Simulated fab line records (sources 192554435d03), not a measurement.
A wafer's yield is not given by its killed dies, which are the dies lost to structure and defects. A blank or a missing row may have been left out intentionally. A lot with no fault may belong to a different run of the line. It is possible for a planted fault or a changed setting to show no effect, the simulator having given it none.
fab line records    flow n5-finfet
[record] lots = 7  wafers = 21
route steps=1938 shown WELL_APT@21 PMOS_HMC_CHANNEL_EPI@63 FIN_CUT@155 DUMMY_GATE@222 SD_EPI_N@268
start-h: start of the lot's first displayed wafer, in hours after the record's first day    wait-h: hours since the lot's step before    " same as the row above    L1.1+2: one row covering several wafers at once    - no value, or no start given    * or withheld: withheld    < > ~ a bound
route shown NAME@n: a module of which the file shows steps, and the number in the route of the first    usual: the fault-free wafers' mean and standard deviation    same: alike in all rows    chamber/n: place in a boat    sites: the reading at each site    _std_site: how widely they spread, as a standard deviation    _edge_site: outer sites' mean less inner sites'    radius-mm: how far each site lies from the wafer's centre    mask NAME#n: copy n    behind: the last tool/chamber to shape the wafer    hold: the reason the lot was held/the length of the hold in hours/how it ended    device: the transistor (n, p or np) that didn't switch    end of line: the same wafers' tests at the end of the route    where a step has no rows: the recipe by itself    killed: dies lost to structure and defects at the first sort, not the wafer's yield    map: a wafer's dies, marking killed ones x, the rest . and places with no die _
set.NAME: the run value of the setting; set.NAME@STEP: its run value at that earlier step    model.NAME: the simulator's own value behind a step, which no gauge read
lots whose settings were changed on purpose; a table a step, a row a wafer
[[steps]]
[step N5_WELL_APT_COAT_02]
[recipe] spin-rpm = 1357  resist-thk-nm = 950
lot.wafer  tool            chamber  start-h  wait-h  set.spin-rpm  model.coat_of_WELL_APT_COAT_02.thk-nm
L076.1     litho-track-01  0        -        -       1309          961.1
L076.5     "               0        "        "       1357          942.6
L076.6     "               0        "        "       1309          960.1
L080.2     litho-track-01  0        -        -       1293          968.7
L080.4     "               0        "        "       1357          947.4
L080.5     "               0        "        "       1357          946.9
L081.2     litho-track-02  0        -        -       1357          950.6
L081.3     "               0        "        "       1480          911.4
L081.4     "               0        "        "       1357          955
L084.3     litho-track-01  0        -        -       1265          987.6
L084.5     "               0        "        "       1265          985.6
L084.6     "               0        "        "       1265          986
L091.1     litho-track-01  0        -        -       1357          949.4
L091.4     "               0        "        "       1357          948.6
L091.5     "               0        "        "       1357          951.8
L093.3     litho-track-02  0        -        -       1410          933.5
L093.5     "               0        "        "       1357          949.7
L093.6     "               0        "        "       1410          934.5
L094.1     litho-track-01  0        -        -       1357          945.1
L094.2     "               0        "        "       1357          947.6
L094.5     "               0        "        "       1357          949.5
[step N5_WELL_APT_DEVELOP_07]
[recipe] develop-time-s = 45  rinse-liquid = surfactant-rinse  dry = air-spin  dev-temp-c = 21
lot.wafer  tool            chamber  start-h  wait-h  set.develop-time-s  set.spin-rpm@WELL_APT_COAT_02  model.coat_of_WELL_APT_COAT_02.thk-nm
L076.1     litho-track-04  0        -        -       49.84               1309                           946.6
L076.5     "               0        "        "       49.84               1357                           928.2
L076.6     "               0        "        "       45                  1309                           945.9
L080.2     litho-track-02  0        -        -       45                  1293                           954.5
L080.4     "               0        "        "       45                  1357                           933.2
L080.5     "               0        "        "       45                  1357                           932.7
L081.2     litho-track-04  0        -        -       52.85               1357                           936
L081.3     "               0        "        "       52.85               1480                           896.9
L081.4     "               0        "        "       52.85               1357                           940.4
L084.3     litho-track-04  0        -        -       45                  1265                           973.4
L084.5     "               0        "        "       54.35               1265                           970.9
L084.6     "               0        "        "       54.35               1265                           971.4
L091.1     litho-track-02  0        -        -       45                  1357                           935.2
L091.4     "               0        "        "       45                  1357                           934.4
L091.5     "               0        "        "       45                  1357                           937.6
L093.3     litho-track-02  0        -        -       45                  1410                           919.3
L093.5     "               0        "        "       45                  1357                           935.5
L093.6     "               0        "        "       48.82               1410                           920.1
L094.1     litho-track-04  0        -        -       45                  1357                           930.9
L094.2     "               0        "        "       45                  1357                           933.4
L094.5     "               0        "        "       45                  1357                           935.3
[step N5_PMOS_HMC_CHANNEL_EPI_PEB_07]
[recipe] peb-temp-c = 110  peb-time-s = 60  resist = CAR-ArF-block
lot.wafer   tool            chamber  start-h  wait-h  set.peb-time-s
L076.1+6    litho-track-05  0        29.41    0.1     70.39
L076.5      "               0        "        "       60
L080.2+4+5  litho-track-03  0        53.59    0.0     60
L081.2+3    litho-track-03  0        59.13    0.0     60
L081.4      "               0        "        "       68.28
L084.3+5+6  litho-track-02  0        77.18    0.0     60
L091.1+4+5  litho-track-05  0        121.04   0.1     60
L093.3+5+6  litho-track-02  0        130.98   0.0     60
L094.1+2+5  litho-track-02  0        136.88   0.1     60
[step N5_PMOS_HMC_CHANNEL_EPI_DEVELOP_08]
[recipe] develop-time-s = 30  developer = TMAH  resist = CAR-ArF-block  dev-temp-c = 23  rinse-liquid = diw  dry = air-spin
lot.wafer   tool            chamber  start-h  wait-h  set.develop-time-s
L076.1      litho-track-05  0        -        -       30
L076.5+6    "               0        "        "       25.92
L080.2      litho-track-03  0        -        -       30
L080.4+5    "               0        "        "       32.81
L081.2      litho-track-03  0        -        -       26.33
L081.3+4    "               0        "        "       30
L084.3+5    litho-track-02  0        -        -       23.72
L084.6      "               0        "        "       30
L091.1+4+5  litho-track-05  0        -        -       30
L093.3      litho-track-02  0        -        -       33.6
L093.5+6    "               0        "        "       30
L094.1+5    litho-track-02  0        -        -       34.32
L094.2      "               0        "        "       30
[step N5_PMOS_HMC_CHANNEL_EPI_CD_MEAS_09]
[recipe] target-cd-nm = 237.4  landing-energy-ev = 500  detector = se-inlens
[usual] cd-nm = 237.7/0.87
lot.wafer  tool       chamber  start-h  wait-h  set.peb-time-s@PMOS_HMC_CHANNEL_EPI_PEB_07  cd-nm
L076.1     cd-sem-02  0        29.47    -       70.39                                       243.2
L076.5     "          0        "        "       60                                          236.8
L076.6     "          0        "        "       70.39                                       241.9
L080.2     cd-sem-01  0        53.65    -       60                                          238.7
L080.4     "          0        "        "       60                                          238.7
L080.5     "          0        "        "       60                                          238.7
L081.2     cd-sem-01  0        59.20    -       60                                          237.1
L081.3     "          0        "        "       60                                          238.8
L081.4     "          0        "        "       68.28                                       243.4
L084.3     cd-sem-03  0        77.25    -       60                                          234.9
L084.5     "          0        "        "       60                                          236.4
L084.6     "          0        "        "       60                                          237.4
L091.1     cd-sem-02  0        121.10   -       60                                          236.8
L091.4     "          0        "        "       60                                          238.3
L091.5     "          0        "        "       60                                          236.2
L093.3     cd-sem-03  0        131.05   -       60                                          238.4
L093.5     "          0        "        "       60                                          237.2
L093.6     "          0        "        "       60                                          236.8
L094.1     cd-sem-03  0        136.95   -       60                                          238.0
L094.2     "          0        "        "       60                                          237.1
L094.5     "          0        "        "       60                                          237.8
[step N5_PMOS_HMC_CHANNEL_EPI_DESCUM_14]
[recipe] chemistry = O2  time-s = 7.9  source-power-w = 50  bias-power-w = 20  pressure-mtorr = 20  rf-frequency-hz = 2.712e+07  temp-c = 40  resist = CAR-ArF-block  o2-flow-sccm = 225
lot.wafer  tool         chamber  start-h  wait-h  set.peb-time-s@PMOS_HMC_CHANNEL_EPI_PEB_07  model.PMOS_HMC_CHANNEL_EPI.cd-nm
L076.1     rie-diel-06  3        29.56    0.0     70.39                                       243.8
L076.5     "            2        "        "       60                                          236.7
L076.6     "            1        "        "       70.39                                       242
L080.2+5   rie-diel-03  3,2      54.52    0.8     60                                          238.8
L080.4     "            1        "        "       60                                          238.9
L081.2     rie-diel-06  2        59.29    0.0     60                                          237.2
L081.3     "            1        "        "       60                                          238.7
L081.4     "            3        "        "       68.28                                       243.7
L084.3     rie-diel-04  3        77.68    0.4     60                                          234.7
L084.5     "            2        "        "       60                                          236.2
L084.6     "            3        "        "       60                                          236.8
L091.1     rie-diel-06  1        121.19   0.0     60                                          236.7
L091.4     "            0        "        "       60                                          238.2
L091.5     "            2        "        "       60                                          236.3
L093.3     rie-diel-06  0        131.13   0.0     60                                          238.8
L093.5     "            1        "        "       60                                          237.2
L093.6     "            0        "        "       60                                          236.9
L094.1     rie-diel-06  1        137.04   0.0     60                                          238
L094.2     "            3        "        "       60                                          237.3
L094.5     "            1        "        "       60                                          237.7
[step N5_PMOS_HMC_CHANNEL_EPI_ETCH_32]
[recipe] chemistry = N2/H2  target = BARC  stop-on = SiO2  target-depth-a = 858  over-etch-frac = 0.3  time-s = 50.3  ion-energy-ev = 200  mask-material = CAR-ArF-block  pressure-mtorr = 30  source-w = 840  bias-w = 150  n2-flow-sccm = 200  h2-flow-sccm = 200
lot.wafer  tool         chamber  start-h  wait-h  set.peb-time-s@PMOS_HMC_CHANNEL_EPI_PEB_07  model.PMOS_HMC_CHANNEL_EPI.cd-nm
L076.1     rie-diel-06  3        29.60    0.0     70.39                                       247
L076.5     "            2        "        "       60                                          239
L076.6     "            1        "        "       70.39                                       244.3
L080.2     rie-diel-03  3        54.55    0.0     60                                          241.7
L080.4     "            1        "        "       60                                          241.5
L080.5     "            2        "        "       60                                          241.8
L081.2     rie-diel-06  2        59.32    0.0     60                                          239.8
L081.3     "            1        "        "       60                                          241.4
L081.4     "            3        "        "       68.28                                       246.8
L084.3     rie-diel-04  3        77.71    0.0     60                                          238.2
L084.5     "            2        "        "       60                                          238.8
L084.6     "            3        "        "       60                                          239.8
L091.1     rie-diel-06  1        121.23   0.0     60                                          239.2
L091.4     "            0        "        "       60                                          240.5
L091.5     "            2        "        "       60                                          239.5
L093.3     rie-diel-06  0        131.17   0.0     60                                          240.7
L093.5     "            1        "        "       60                                          238.9
L093.6     "            0        "        "       60                                          238.8
L094.1     rie-diel-06  1        137.07   0.0     60                                          239.5
L094.2     "            3        "        "       60                                          241.1
L094.5     "            1        "        "       60                                          238.9
[step N5_PMOS_HMC_CHANNEL_EPI_HM_OPEN_15]
[recipe] chemistry = CHF3/O2  target = SiO2  mask-material = CAR-ArF-block  target-depth-a = 406  CHF3_flow_sccm = 50  O2_flow_sccm = 5  Ar_flow_sccm = 200  time-s = 20.3  pressure-mtorr = 30  source-w = 650  bias-w = 170  ion-energy-ev = 200
[step N5_PMOS_HMC_CHANNEL_EPI_STRIP_33]
[recipe] chemistry = N2/H2  power-w = 500  temp-c = 40  pressure-mtorr = 50  rf-frequency-hz = 6e+07  overash-fraction = 0.3  bias-power-w = 8  h2-frac = 0.5  n2-flow-sccm = 300  h2-flow-sccm = 300
[step N5_PMOS_HMC_CHANNEL_EPI_STRIP_17]
[recipe] chemistry = SPM  time-s = 750  temp-c = 130  h2so4-h2o2-vol-ratio = 4  dry = ipa-marangoni
[step N5_PMOS_HMC_CHANNEL_EPI_ETCH_38]
[recipe] chemistry = CF4  target = SiO2  target-depth-a = 15  ion-energy-ev = 350  pressure-mtorr = 10  icp-w = 800  bias-w = 400  cf4-flow-sccm = 80
lot.wafer  tool       chamber  start-h  wait-h  set.peb-time-s@PMOS_HMC_CHANNEL_EPI_PEB_07  model.PMOS_HMC_CHANNEL_EPI.cd-nm
L076.1     rie-si-04  3        30.02    0.0     70.39                                       247
L076.5     "          0        "        "       60                                          239.3
L076.6     "          1        "        "       70.39                                       244.5
L080.2+5   rie-si-04  3,0      54.95    0.0     60                                          241.7
L080.4     "          0        "        "       60                                          241.5
L081.2     rie-si-06  1        59.72    0.0     60                                          239.7
L081.3     "          2        "        "       60                                          241.6
L081.4     "          1        "        "       68.28                                       246.7
L084.3     rie-si-06  0        78.13    0.0     60                                          238.2
L084.5     "          0        "        "       60                                          238.7
L084.6     "          3        "        "       60                                          239.9
L091.1     rie-si-01  2        122.99   0.0     60                                          239
L091.4     "          3        "        "       60                                          240.5
L091.5     "          3        "        "       60                                          239.5
L093.3     rie-si-04  3        131.57   0.0     60                                          240.7
L093.5     "          1        "        "       60                                          238.8
L093.6     "          2        "        "       60                                          238.7
L094.1     rie-si-04  0        137.47   0.0     60                                          239.5
L094.2     "          1        "        "       60                                          240.9
L094.5     "          2        "        "       60                                          238.8
[step N5_FIN_CUT_COAT_19]
[recipe] resist = SiARC  temp-c = 220  time-s = 60  spin-rpm = 1500  resist-thk-nm = 20
lot.wafer   tool            chamber  start-h  wait-h  set.spin-rpm  model.SiARC_of_FIN_CUT_COAT_19.thk-nm
L076.1      litho-track-05  0        -        -       1500          20
L076.5      "               0        "        "       1424          20.6
L076.6      "               0        "        "       1424          20.8
L080.2+4    litho-track-01  0        -        -       1500          20
L080.5      "               0        "        "       1648          19.2
L081.2+3+4  litho-track-02  0        -        -       1500          20
L084.3+6    litho-track-05  0        -        -       1348          21
L084.5      "               0        "        "       1500          20
L091.1+4+5  litho-track-05  0        -        -       1500          20
L093.3+5+6  litho-track-02  0        -        -       1500          20
L094.1+2+5  litho-track-02  0        -        -       1651          19.2
[step N5_FIN_CUT_COAT_29]
[recipe] resist = underlayer  temp-c = 205  time-s = 60  spin-rpm = 1500  resist-thk-nm = 10
[step N5_FIN_CUT_COAT_02]
[recipe] resist = CAR-EUV  spin-rpm = 1500  resist-thk-nm = 30
[step N5_FIN_CUT_DESCUM_13]
[recipe] chemistry = O2  time-s = 7  source-power-w = 50  bias-power-w = 20  pressure-mtorr = 20  rf-frequency-hz = 2.712e+07  temp-c = 40  resist = CAR-EUV  o2-flow-sccm = 225
[step N5_FIN_CUT_ETCH_30]
[recipe] chemistry = N2/H2  target = underlayer  target-depth-a = 130  mask-material = CAR-EUV  time-s = 10.4  ion-energy-ev = 200  pressure-mtorr = 30  source-w = 840  bias-w = 150  n2-flow-sccm = 200  h2-flow-sccm = 200  ends = cleared
[step N5_FIN_CUT_ETCH_20]
[recipe] chemistry = CF4  target = SiARC  target-depth-a = 260  mask-material = CAR-EUV  time-s = 43.3  ion-energy-ev = 80  pressure-mtorr = 40  source-w = 545  bias-w = 36  Ar_flow_sccm = 100  cf4-flow-sccm = 100  ends = cleared
lot.wafer  tool         chamber  start-h  wait-h  set.spin-rpm@FIN_CUT_COAT_19  model.etch.depth-nm
L076.1     rie-diel-04  3        39.86    0.0     1500                          20.07
L076.5     "            3        "        "       1424                          20.61
L076.6     "            0        "        "       1424                          20.71
L080.2     rie-diel-04  2        64.40    0.0     1500                          20.09
L080.4     "            3        "        "       1500                          20.1
L080.5     "            3        "        "       1648                          19.15
L081.2     rie-diel-03  1        68.48    0.0     1500                          19.99
L081.3     "            0        "        "       1500                          19.97
L081.4     "            3        "        "       1500                          19.96
L084.3     rie-diel-04  2        87.98    0.0     1348                          21.03
L084.5     "            2        "        "       1500                          19.97
L084.6     "            3        "        "       1348                          20.98
L091.1     rie-diel-06  1        134.59   0.0     1500                          19.99
L091.4     "            0        "        "       1500                          19.97
L091.5     "            2        "        "       1500                          19.9
L093.3     rie-diel-04  1        140.55   0.0     1500                          20.05
L093.5+6   "            3,2      "        "       1500                          20.07
L094.1+5   rie-diel-04  3,1      147.57   0.0     1651                          19.19
L094.2     "            2        "        "       1651                          19.16
[step N5_DUMMY_GATE_COAT_34]
[recipe] resist = SOC  temp-c = 250  time-s = 60  spin-rpm = 1500  resist-thk-nm = 60
lot.wafer   tool            chamber  start-h  wait-h  set.spin-rpm  model.SOC_of_DUMMY_GATE_COAT_34.thk-nm
L076.1      litho-track-05  0        57.70    0.0     1500          60
L076.5      "               0        "        "       1500          59.8
L076.6      "               0        "        "       1604          58
L080.2      litho-track-03  0        83.78    0.0     1395          62.6
L080.4      "               0        "        "       1500          60.2
L080.5      "               0        "        "       1395          62.4
L081.2      litho-track-03  0        88.22    0.0     1500          60
L081.3      "               0        "        "       1641          57
L081.4      "               0        "        "       1641          57.4
L084.3+5    litho-track-04  0        107.82   0.0     1660          57.2
L084.6      "               0        "        "       1500          60.2
L091.1+4+5  litho-track-03  0        152.70   0.0     1500          60
L093.3+6    litho-track-03  0        160.61   0.0     1500          60
L093.5      "               0        "        "       1551          59
L094.1+2+5  litho-track-05  0        167.55   0.1     1500          59.8
[step N5_DUMMY_GATE_COAT_35]
[recipe] resist = SiARC  temp-c = 220  time-s = 60  spin-rpm = 1500  resist-thk-nm = 10
[step N5_DUMMY_GATE_COAT_28]
[recipe] resist = underlayer  temp-c = 205  time-s = 60  spin-rpm = 1500  resist-thk-nm = 10
[step N5_DUMMY_GATE_ETCH_29]
[recipe] chemistry = N2/H2  target = underlayer  target-depth-a = 130  ion-energy-ev = 200  pressure-mtorr = 30  source-w = 840  bias-w = 150  n2-flow-sccm = 200  h2-flow-sccm = 200
[step N5_DUMMY_GATE_ETCH_36]
[recipe] chemistry = CF4  target = SiARC  target-depth-a = 130  pressure-mtorr = 40  source-w = 545  bias-w = 36  Ar_flow_sccm = 100  cf4-flow-sccm = 100  ion-energy-ev = 80
[step N5_DUMMY_GATE_ETCH_37]
[recipe] chemistry = N2/H2  target = SOC  target-depth-a = 600  overetch-a = 300  temp-c = 40  ion-energy-ev = 200  pressure-mtorr = 30  source-w = 840  bias-w = 150  n2-flow-sccm = 200  h2-flow-sccm = 200
lot.wafer  tool         chamber  start-h  wait-h  set.spin-rpm@DUMMY_GATE_COAT_34  model.etch.depth-nm
L076.1     rie-diel-06  3        58.24    0.0     1500                             60.02
L076.5     "            3        "        "       1500                             59.9
L076.6     "            2        "        "       1604                             58.03
L080.2     rie-diel-04  0        84.45    0.0     1395                             62.55
L080.4     "            2        "        "       1500                             60.18
L080.5     "            0        "        "       1395                             62.48
L081.2     rie-diel-04  3        88.94    0.0     1500                             60.03
L081.3     "            0        "        "       1641                             57.08
L081.4     "            2        "        "       1641                             57.46
L084.3     rie-diel-06  2        108.36   0.0     1660                             57.17
L084.5     "            3        "        "       1660                             57.12
L084.6     "            2        "        "       1500                             60.11
L091.1+5   rie-diel-04  2        153.41   0.0     1500                             60.07
L091.4     "            1        "        "       1500                             59.98
L093.3     rie-diel-03  3        161.15   0.0     1500                             60.09
L093.5     "            1        "        "       1551                             58.96
L093.6     "            0        "        "       1500                             60
L094.1     rie-diel-04  0        168.10   0.0     1500                             59.79
L094.2     "            1        "        "       1500                             59.86
L094.5     "            3        "        "       1500                             59.74
[step N5_DUMMY_GATE_STRIP_38]
[recipe] chemistry = N2/H2  temp-c = 40  n2-flow-sccm = 200  h2-flow-sccm = 200  rf-frequency-hz = 6e+07
[step N5_DUMMY_GATE_STRIP_39]
[recipe] chemistry = N2/H2  temp-c = 40  n2-flow-sccm = 200  h2-flow-sccm = 200  rf-frequency-hz = 6e+07
[step N5_DUMMY_GATE_STRIP_40]
[recipe] chemistry = CF4  resist = SiARC  power-w = 300  bias-power-w = 75  pressure-mtorr = 50  cf4-flow-sccm = 150  rf-frequency-hz = 6e+07
[step N5_DUMMY_GATE_ETCH_31]
[recipe] chemistry = C4F6/O2  target = SiO2  mask-material = SOC  target-depth-a = 825  time-s = 27.5  ion-energy-ev = 250  pressure-mtorr = 30  source-w = 345  bias-w = 185  Ar_flow_sccm = 300  C4F6_flow_sccm = 10  O2_flow_sccm = 10
lot.wafer  tool         chamber  start-h  wait-h  set.spin-rpm@DUMMY_GATE_COAT_34  model.SOC_of_DUMMY_GATE_COAT_34.thk-nm
L076.1     rie-diel-06  0        58.52    0.0     1500                             52
L076.5     "            3        "        "       1500                             51.6
L076.6     "            0        "        "       1604                             50
L080.2+5   rie-diel-03  0        84.73    0.0     1395                             53.8
L080.4     "            2        "        "       1500                             51.8
L081.2     rie-diel-04  0        89.22    0.0     1500                             51.8
L081.3     "            3        "        "       1641                             49
L081.4     "            2        "        "       1641                             49.2
L084.3     rie-diel-06  0        108.64   0.0     1660                             49
L084.5     "            1        "        "       1660                             48.6
L084.6     "            0        "        "       1500                             52
L091.1+5   rie-diel-06  0        154.19   0.2     1500                             52
L091.4     "            3        "        "       1500                             51.6
L093.3     rie-diel-03  1        161.43   0.0     1500                             51.8
L093.5     "            3        "        "       1551                             50.8
L093.6     "            0        "        "       1500                             51.2
L094.1     rie-diel-06  1        168.37   0.0     1500                             51.2
L094.2     "            0        "        "       1500                             51.6
L094.5     "            3        "        "       1500                             51.4
[step N5_SD_EPI_N_PEB_07]
[recipe] peb-temp-c = 110  peb-time-s = 60  resist = CAR-ArF-block
lot.wafer   tool            chamber  start-h  wait-h  set.peb-time-s
L076.1      litho-track-01  0        60.19    0.1     55.97
L076.5+6    "               0        "        "       60
L080.2      litho-track-02  0        86.95    0.0     60
L080.4+5    "               0        "        "       51.26
L081.2+4    litho-track-04  0        91.09    0.0     69.3
L081.3      "               0        "        "       60
L084.3      litho-track-01  0        111.80   0.0     60
L084.5+6    "               0        "        "       71.69
L091.1+4+5  litho-track-04  0        155.87   0.1     60
L093.3+5+6  litho-track-04  0        165.88   0.0     60
L094.1+2+5  litho-track-04  0        170.24   0.1     60
[step N5_SD_EPI_N_DEVELOP_08]
[recipe] develop-time-s = 30  developer = TMAH  resist = CAR-ArF-block  dev-temp-c = 23  rinse-liquid = diw  dry = air-spin
[step N5_SD_EPI_N_CD_MEAS_09]
[recipe] target-cd-nm = 120  landing-energy-ev = 500  detector = se-inlens
[usual] cd-nm = 120.1/1.1
lot.wafer  tool       chamber  start-h  wait-h  set.peb-time-s@SD_EPI_N_PEB_07  cd-nm
L076.1     cd-sem-03  0        60.26    -       55.97                           115.4
L076.5     "          0        "        "       60                              120.0
L076.6     "          0        "        "       60                              119.7
L080.2     cd-sem-02  0        87.02    -       60                              120.8
L080.4     "          0        "        "       51.26                           114.7
L080.5     "          0        "        "       51.26                           113.9
L081.2     cd-sem-02  0        91.16    -       69.3                            126.9
L081.3     "          0        "        "       60                              122.5
L081.4     "          0        "        "       69.3                            125.8
L084.3     cd-sem-02  0        111.87   -       60                              119.1
L084.5     "          0        "        "       71.69                           125.4
L084.6     "          0        "        "       71.69                           126.6
L091.1     cd-sem-01  0        155.93   -       60                              121.5
L091.4     "          0        "        "       60                              121.3
L091.5     "          0        "        "       60                              121.0
L093.3     cd-sem-02  0        165.95   -       60                              121.1
L093.5     "          0        "        "       60                              121.3
L093.6     "          0        "        "       60                              122.1
L094.1     cd-sem-03  0        170.31   -       60                              120.1
L094.2     "          0        "        "       60                              122.2
L094.5     "          0        "        "       60                              121.2
[step N5_SD_EPI_N_DESCUM_14]
[recipe] chemistry = O2  time-s = 7.9  source-power-w = 50  bias-power-w = 20  pressure-mtorr = 20  rf-frequency-hz = 2.712e+07  temp-c = 40  resist = CAR-ArF-block  o2-flow-sccm = 225
lot.wafer  tool         chamber  start-h  wait-h  set.peb-time-s@SD_EPI_N_PEB_07  model.SD_EPI_N.cd-nm
L076.1     rie-diel-01  2        60.35    0.0     55.97                           115.8
L076.5     "            3        "        "       60                              120.4
L076.6     "            2        "        "       60                              119.8
L080.2     rie-diel-05  3        87.11    0.0     60                              120.8
L080.4     "            1        "        "       51.26                           114.6
L080.5     "            2        "        "       51.26                           113.8
L081.2     rie-diel-05  2        91.25    0.0     69.3                            127.2
L081.3     "            0        "        "       60                              122.4
L081.4     "            1        "        "       69.3                            125.6
L084.3     rie-diel-02  0        111.96   0.0     60                              119.2
L084.5     "            3        "        "       71.69                           125.4
L084.6     "            0        "        "       71.69                           126.2
L091.1+4   rie-diel-05  0,3      156.02   0.0     60                              121.4
L091.5     "            3        "        "       60                              121
L093.3+5   rie-diel-05  0,1      166.30   0.3     60                              121
L093.6     "            2        "        "       60                              122
L094.1     rie-diel-05  2        170.39   0.0     60                              120.2
L094.2     "            3        "        "       60                              122
L094.5     "            1        "        "       60                              121.2
[[key]]
[split] step = N5_WELL_APT_COAT_02  setting = spin-rpm  stated = 1357  by = wafer
[response] step = N5_WELL_APT_COAT_02  reading = model.coat_of_WELL_APT_COAT_02.thk-nm  change = -4.55  per = 1%  r = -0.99
[response] step = N5_WELL_APT_DEVELOP_07  reading = model.coat_of_WELL_APT_COAT_02.thk-nm  change = -4.56  per = 1%  r = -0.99
[split] step = N5_WELL_APT_DEVELOP_07  setting = develop-time-s  stated = 45  by = wafer
response none clear
[split] step = N5_PMOS_HMC_CHANNEL_EPI_PEB_07  setting = peb-time-s  stated = 60  by = wafer
[response] step = N5_PMOS_HMC_CHANNEL_EPI_CD_MEAS_09  reading = cd-nm  change = +0.357  per = 1%  r = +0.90
[response] step = N5_PMOS_HMC_CHANNEL_EPI_DESCUM_14  reading = model.PMOS_HMC_CHANNEL_EPI.cd-nm  change = +0.382  per = 1%  r = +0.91
[response] step = N5_PMOS_HMC_CHANNEL_EPI_ETCH_32  reading = model.PMOS_HMC_CHANNEL_EPI.cd-nm  change = +0.408  per = 1%  r = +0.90
[response] step = N5_PMOS_HMC_CHANNEL_EPI_ETCH_38  reading = model.PMOS_HMC_CHANNEL_EPI.cd-nm  change = +0.4  per = 1%  r = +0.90
[split] step = N5_PMOS_HMC_CHANNEL_EPI_DEVELOP_08  setting = develop-time-s  stated = 30  by = wafer
response none clear
[split] step = N5_FIN_CUT_COAT_19  setting = spin-rpm  stated = 1500  by = wafer
[response] step = N5_FIN_CUT_COAT_19  reading = model.SiARC_of_FIN_CUT_COAT_19.thk-nm  change = -0.0956  per = 1%  r = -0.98
[response] step = N5_FIN_CUT_ETCH_20  reading = model.etch.depth-nm  change = -0.101  per = 1%  r = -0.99
[split] step = N5_DUMMY_GATE_COAT_34  setting = spin-rpm  stated = 1500  by = wafer
[response] step = N5_DUMMY_GATE_COAT_34  reading = model.SOC_of_DUMMY_GATE_COAT_34.thk-nm  change = -0.293  per = 1%  r = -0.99
[response] step = N5_DUMMY_GATE_ETCH_37  reading = model.etch.depth-nm  change = -0.293  per = 1%  r = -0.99
[response] step = N5_DUMMY_GATE_ETCH_31  reading = model.SOC_of_DUMMY_GATE_COAT_34.thk-nm  change = -0.284  per = 1%  r = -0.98
[split] step = N5_SD_EPI_N_PEB_07  setting = peb-time-s  stated = 60  by = wafer
[response] step = N5_SD_EPI_N_CD_MEAS_09  reading = cd-nm  change = +0.362  per = 1%  r = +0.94
[response] step = N5_SD_EPI_N_DESCUM_14  reading = model.SD_EPI_N.cd-nm  change = +0.36  per = 1%  r = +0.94
